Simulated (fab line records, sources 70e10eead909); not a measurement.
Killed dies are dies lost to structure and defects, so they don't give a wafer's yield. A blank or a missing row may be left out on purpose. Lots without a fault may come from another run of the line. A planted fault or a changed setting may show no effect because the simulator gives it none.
Chamber matching | flow nand_harc | NHARC_A_BONDPAD_CMP_29 on cmp-03: 4 sister chambers
The step polishes SiCN, target thk 200 nm. 8 wafers are shown with their chamber, then 8 later ones without.

WAFERS WITH THEIR CHAMBER
wafer  | chamber | motor_current_A (A)
L074.5 | 1       | 13.3
L083.5 | 2       | 12.3
L086.4 | 0       | 10.1
L086.6 | 1       | 13.1
L091.1 | 2       | 12.0
L091.2 | 0       | 10.5
L091.6 | 3       | 11.7
L093.1 | 3       | 11.4

WAFERS WITHOUT THEIR CHAMBER
wafer  | motor_current_A (A)
L093.5 | 12.7
L093.6 | 10.0
L095.1 | 11.8
L095.3 | 13.0
L095.5 | 13.0
L097.1 | 13.5
L097.4 | 12.1
L097.6 | 12.1

WHICH CHAMBER EACH WENT THROUGH
wafer  | from the rows above     | in truth
L093.5 | can't be placed: 1 or 2 | 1
L093.6 | 0                       | 0
L095.1 | can't be placed: 3 or 2 | 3
L095.3 | 1                       | 1
L095.5 | 1                       | 1
L097.1 | 1                       | 1
L097.4 | 2                       | 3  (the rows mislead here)
L097.6 | 2                       | 2
Placed correctly: 5 of 8. Can't be placed from these rows: 2 (the true chamber is among the candidates in 2). Placed wrongly: 1.
How it was worked out, from the rows above alone: a wafer's distance from a chamber is the root of the sum, over the readings, of the square of ((its reading less the chamber's mean) divided by the reading's scatter). The wafer belongs to the nearest chamber; if the next one is less than 2 further off, it can't be placed. A chamber's mean is the mean of its shown wafers. The scatter: the root of (the sum of the squares of (reading less its chamber's mean) over the shown wafers, divided by (wafers less chambers)).
